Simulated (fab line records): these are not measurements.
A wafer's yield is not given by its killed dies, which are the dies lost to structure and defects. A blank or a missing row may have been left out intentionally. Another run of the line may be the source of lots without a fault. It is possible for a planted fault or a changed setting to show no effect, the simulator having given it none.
Matching of chambers || flow n5-finfet || N5_STI_FIN_REVEAL_ALD_00 on ald-sin-03: 4 sister chambers
The step deposits SiO2, target thk 1 nm, pulse time 1 s. 14 wafers are shown with their chamber, then 7 later ones without.

## WAFERS WITH THEIR CHAMBER
{"wafer": "L077.1", "chamber": 0, "heater-power-w (W)": 522, "susceptor-temp-C (C)": 300.08, "precursor-pulse-height-rel": 0.992}
{"wafer": "L077.4", "chamber": 2, "heater-power-w (W)": 483, "susceptor-temp-C (C)": 299.66, "precursor-pulse-height-rel": 1.029}
{"wafer": "L077.5", "chamber": 2, "heater-power-w (W)": 477, "susceptor-temp-C (C)": 300.04, "precursor-pulse-height-rel": 0.990}
{"wafer": "L078.1", "chamber": 3, "heater-power-w (W)": 463, "susceptor-temp-C (C)": 300.16, "precursor-pulse-height-rel": 1.003}
{"wafer": "L078.3", "chamber": 2, "heater-power-w (W)": 482, "susceptor-temp-C (C)": 300.02, "precursor-pulse-height-rel": 0.993}
{"wafer": "L078.5", "chamber": 1, "heater-power-w (W)": 415, "susceptor-temp-C (C)": 300.03, "precursor-pulse-height-rel": 0.967}
{"wafer": "L087.1", "chamber": 1, "heater-power-w (W)": 414, "susceptor-temp-C (C)": 299.87, "precursor-pulse-height-rel": 1.015}
{"wafer": "L087.5", "chamber": 3, "heater-power-w (W)": 464, "susceptor-temp-C (C)": 300.08, "precursor-pulse-height-rel": 0.995}
{"wafer": "L087.6", "chamber": 2, "heater-power-w (W)": 493, "susceptor-temp-C (C)": 299.96, "precursor-pulse-height-rel": 1.019}
{"wafer": "L088.2", "chamber": 2, "heater-power-w (W)": 483, "susceptor-temp-C (C)": 300.08, "precursor-pulse-height-rel": 0.952}
{"wafer": "L088.3", "chamber": 3, "heater-power-w (W)": 461, "susceptor-temp-C (C)": 300.20, "precursor-pulse-height-rel": 1.015}
{"wafer": "L088.5", "chamber": 0, "heater-power-w (W)": 514, "susceptor-temp-C (C)": 300.25, "precursor-pulse-height-rel": 1.007}
{"wafer": "L089.1", "chamber": 1, "heater-power-w (W)": 432, "susceptor-temp-C (C)": 299.87, "precursor-pulse-height-rel": 1.015}
{"wafer": "L089.3", "chamber": 2, "heater-power-w (W)": 483, "susceptor-temp-C (C)": 300.11, "precursor-pulse-height-rel": 0.988}

SIGNATURES (averages over the wafers above)
{"reading": "heater-power-w", "chamber 0": 518.00, "chamber 1": 420.33, "chamber 2": 483.50, "chamber 3": 462.67, "scatter within a chamber": 6.14}
{"reading": "susceptor-temp-C", "chamber 0": 300.1650, "chamber 1": 299.9233, "chamber 2": 299.9783, "chamber 3": 300.1467, "scatter within a chamber": 0.132}
{"reading": "precursor-pulse-height-rel", "chamber 0": 0.99950, "chamber 1": 0.99900, "chamber 2": 0.99517, "chamber 3": 1.00433, "scatter within a chamber": 0.0235}
Rule: distance of a wafer from a chamber = root of the sum over the readings of ((wafer's reading minus chamber's mean) / reading's scatter) squared. If the next closest chamber is less than 2 further off than the closest, the wafer can't be placed; otherwise it belongs to the closest. How the scatter is found: for the shown wafers, subtract from each reading the mean of its chamber, square and add these, divide the total by (wafers less chambers), then take the root.

## WAFERS MISSING THEIR CHAMBER
{"wafer": "L089.4", "heater-power-w (W)": 524, "susceptor-temp-C (C)": 300.19, "precursor-pulse-height-rel": 1.004}
{"wafer": "L091.1", "heater-power-w (W)": 460, "susceptor-temp-C (C)": 299.52, "precursor-pulse-height-rel": 1.022}
{"wafer": "L091.2", "heater-power-w (W)": 534, "susceptor-temp-C (C)": 300.44, "precursor-pulse-height-rel": 1.045}
{"wafer": "L091.4", "heater-power-w (W)": 490, "susceptor-temp-C (C)": 299.86, "precursor-pulse-height-rel": 0.994}
{"wafer": "L095.1", "heater-power-w (W)": 497, "susceptor-temp-C (C)": 300.35, "precursor-pulse-height-rel": 1.021}
{"wafer": "L095.3", "heater-power-w (W)": 457, "susceptor-temp-C (C)": 300.05, "precursor-pulse-height-rel": 1.001}
{"wafer": "L095.5", "heater-power-w (W)": 480, "susceptor-temp-C (C)": 300.23, "precursor-pulse-height-rel": 0.985}

## CHAMBER TAKEN BY EACH
{"wafer": "L089.4", "from the rows above": 0, "in truth": 0}
{"wafer": "L091.1", "from the rows above": "can't be placed: 3 or 2", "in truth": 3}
{"wafer": "L091.2", "from the rows above": 0, "in truth": 0}
{"wafer": "L091.4", "from the rows above": 2, "in truth": 2}
{"wafer": "L095.1", "from the rows above": "can't be placed: 2 or 0", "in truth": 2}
{"wafer": "L095.3", "from the rows above": 3, "in truth": 3}
{"wafer": "L095.5", "from the rows above": "can't be placed: 2 or 3", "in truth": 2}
Placed correctly: 4 of 7. Unplaceable from these rows: 3, with the true chamber sitting among the candidates in 3. Number placed wrongly: 0.
